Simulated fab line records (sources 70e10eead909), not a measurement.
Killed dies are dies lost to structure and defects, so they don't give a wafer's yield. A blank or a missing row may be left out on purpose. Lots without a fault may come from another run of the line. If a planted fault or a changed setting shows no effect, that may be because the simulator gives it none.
What tool caused it?	flow nandHarc	42 wafers from 14 lots sampled at 5 of the route's 1302 steps

## WHAT EACH GAUGE READ, for each wafer
NHARC_A_ONON_D1_THK_MEAS_24: measures by ellipsometry. Usual: thkNm at 1002 nm, with a standard deviation of 8.5.
lot	measured	on	thkNm (nm)	flag
L103	day 8 19:32	filmMetro-02	1006 1005 1008	
L104	day 8 19:31	filmMetro-01	1006 1005 1002	
L105	day 9 10:39	filmMetro-01	1022 1020 1022	
L108	day 10 16:59	filmMetro-02	994 990 994	
L109	day 11 04:48	filmMetro-01	1013 1014 1013	
L114	day 13 03:15	filmMetro-01	712 1002 1003	OFF
L115	day 13 12:10	filmMetro-01	1000 1002 1001	
L116	day 14 12:25	filmMetro-02	697 988 987	OFF
L119	day 15 09:35	filmMetro-01	997 996 997	
L122	day 16 07:30	filmMetro-01	1007 1008 1008	
L121	day 16 07:29	filmMetro-02	998 999 999	
L123	day 16 19:38	filmMetro-01	1018 1018 1019	
L124	day 17 06:00	filmMetro-02	1012 1012 1013	
L125	day 17 16:47	filmMetro-02	990 990 990	

NHARC_A_CHANNEL_HOLE_D1_INSPECT_12. Usual: rawDefectCount at 5.3, with a standard deviation of 2.9.
lot	measured	on	rawDefectCount	flag
L103	day 9 01:13	defectInspect-01	4 2 7	
L104	day 8 23:56	defectInspect-01	5 5 4	
L105	day 9 19:13	defectInspect-01	6 7 10	
L108	day 10 22:41	defectInspect-02	3 4 5	
L109	day 11 14:30	defectInspect-01	10 7 6	
L114	day 13 07:38	defectInspect-02	9 2 5	
L115	day 13 17:38	defectInspect-02	6 9 6	
L116	day 14 22:13	defectInspect-02	8 3 7	
L119	day 15 14:09	defectInspect-02	12 6 5	
L122	day 16 12:03	defectInspect-02	8 3 4	
L121	day 16 12:00	defectInspect-02	8 6 1	
L123	day 17 05:32	defectInspect-01	4 4 3	
L124	day 17 10:24	defectInspect-02	5 3 6	
L125	day 17 21:10	defectInspect-02	8 10 7	

## EACH LOT AND THE TOOL THAT RAN IT (in order: tool; ch and the chambers of the sampled wafers; start)
lot	NHARC_P_BONDPAD_ANNEAL_28	NHARC_P_BONDPAD_CMP_19	NHARC_A_ONON_D1_DEP_22
L103	rtpAnneal-01 ch 0, day 7 05:28	cmp-04 ch 1,2,3, day 7 05:47	pecvdOnon-01 ch 0, day 8 19:04
L104	rtpAnneal-01 ch 0, day 7 07:40	cmp-04 ch 0,3, day 7 08:02	pecvdOnon-03 ch 0, day 8 19:00
L105	rtpAnneal-02 ch 0, day 7 19:09	cmp-01 ch 0,1,2, day 7 19:26	pecvdOnon-02 ch 0, day 9 10:12
L108	rtpAnneal-01 ch 0, day 9 04:37	cmp-02 ch 0,1,2, day 9 04:58	pecvdOnon-02 ch 0, day 10 16:32
L109	rtpAnneal-02 ch 0, day 9 13:57	cmp-04 ch 1,2,3, day 9 14:23	pecvdOnon-02 ch 0, day 11 04:18
L114	rtpAnneal-02 ch 0, day 11 12:11	cmp-04 ch 1,2,3, day 11 12:31	pecvdOnon-02 ch 0, day 13 02:44
L115	rtpAnneal-01 ch 0, day 11 22:47	cmp-01 ch 0,1,2, day 11 23:02	pecvdOnon-03 ch 0, day 13 11:49
L116	rtpAnneal-01 ch 0, day 13 00:08	cmp-02 ch 0,2,3, day 13 00:29	pecvdOnon-02 ch 0, day 14 11:58
L119	rtpAnneal-02 ch 0, day 13 19:27	cmp-02 ch 1,3, day 13 19:48	pecvdOnon-01 ch 0, day 15 09:04
L122	rtpAnneal-01 ch 0, day 14 20:14	cmp-04 ch 1,2,3, day 14 20:35	pecvdOnon-01 ch 0, day 16 06:59
L121	rtpAnneal-02 ch 0, day 14 20:45	cmp-04 ch 1,2,3, day 14 21:01	pecvdOnon-03 ch 0, day 16 07:05
L123	rtpAnneal-02 ch 0, day 15 07:53	cmp-02 ch 2,3, day 15 08:11	pecvdOnon-01 ch 0, day 16 19:10
L124	rtpAnneal-02 ch 0, day 15 18:22	cmp-04 ch 2,3, day 15 18:44	pecvdOnon-01 ch 0, day 17 05:29
L125	rtpAnneal-02 ch 0, day 16 03:34	cmp-04 ch 0,1,2, day 16 03:49	pecvdOnon-02 ch 0, day 17 16:24
- NHARC_P_BONDPAD_ANNEAL_28: time 90 s.
- NHARC_P_BONDPAD_CMP_19: polishes, t overpolish 30 s, cu recess touch 16 s, target thk 160.81 nm.
- NHARC_A_ONON_D1_DEP_22: target thk 1000 nm.

## AS READ BY THE TOOLS THEMSELVES (means over the sampled wafers that have a number; for cases with no such wafer, the mark the record gives instead)
NHARC_P_BONDPAD_ANNEAL_28. Usual: wafer_temp_C_max at 226.4, with a standard deviation of 0.31.
lot	tool	wafer_temp_C_max	flag
L103	rtpAnneal-01	226.1	
L104	rtpAnneal-01	225.8	
L105	rtpAnneal-02	226.5	
L108	rtpAnneal-01	226.5	
L109	rtpAnneal-02	226.7	
L114	rtpAnneal-02	226.2	
L115	rtpAnneal-01	226.1	
L116	rtpAnneal-01	226.1	
L119	rtpAnneal-02	226.5	
L122	rtpAnneal-01	226.4	
L121	rtpAnneal-02	226.5	
L123	rtpAnneal-02	226.5	
L124	rtpAnneal-02	226.5	
L125	rtpAnneal-02	226.7	

NHARC_P_BONDPAD_CMP_19. Usual: motorCurrentA 12.7 A, standard deviation 1.3; overpolishRunS 30.000 s, standard deviation 0.0087.
lot	tool	motorCurrentA (A)	overpolishRunS (s)	flag
L103	cmp-04	13.1	29.996	
L104	cmp-04	11.8	29.998	
L105	cmp-01	12.3	30.006	
L108	cmp-02	12.5	29.994	
L109	cmp-04	13.0	29.999	
L114	cmp-04	12.7	29.994	
L115	cmp-01	12.0	30.000	
L116	cmp-02	12.4	29.999	
L119	cmp-02	12.9	30.001	
L122	cmp-04	12.9	30.004	
L121	cmp-04	12.7	30.004	
L123	cmp-02	11.7	30.000	
L124	cmp-04	13.0	30.011	
L125	cmp-04	13.1	29.993	

NHARC_A_ONON_D1_DEP_22. Usual: sih4FlowSccm at 210.1 sccm, with a standard deviation of 0.58.
lot	tool	sih4FlowSccm (sccm)	flag
L103	pecvdOnon-01	209.6	
L104	pecvdOnon-03	209.4	
L105	pecvdOnon-02	210.7	
L108	pecvdOnon-02	210.7	
L109	pecvdOnon-02	210.2	
L114	pecvdOnon-02	210.3	
L115	pecvdOnon-03	210.5	
L116	pecvdOnon-02	210.2	
L119	pecvdOnon-01	210.9	
L122	pecvdOnon-01	209.8	
L121	pecvdOnon-03	209.6	
L123	pecvdOnon-01	209.9	
L124	pecvdOnon-01	209.6	
L125	pecvdOnon-02	210.5	

## THE ANSWER, worked out from the rows above alone
Rule: lot off if the mean of its wafers having a number is beyond 3 standard deviations from the usual mean. A lot without any number at a reading at which 4 lots or more have one is off too. All remaining lots with rows at the step are treated as sound. Order of review: gauges by route order, followed by the tools' own readings, for which a lot's mean as printed above is used. The first step at which some lot is off is used, and at that step the reading that is off furthest; a lot without a number counts as furthest.
Off at NHARC_A_ONON_D1_THK_MEAS_24 (thkNm): L114, L116.
A tool fits if, at a process step before that reading, it ran every lot that is off, and no sound lot after the first of them. The gauges at NHARC_A_ONON_D1_THK_MEAS_24 are tried like those tools. No candidate that was tried fits.

## WHAT THE SIMULATOR HAD PUT IN
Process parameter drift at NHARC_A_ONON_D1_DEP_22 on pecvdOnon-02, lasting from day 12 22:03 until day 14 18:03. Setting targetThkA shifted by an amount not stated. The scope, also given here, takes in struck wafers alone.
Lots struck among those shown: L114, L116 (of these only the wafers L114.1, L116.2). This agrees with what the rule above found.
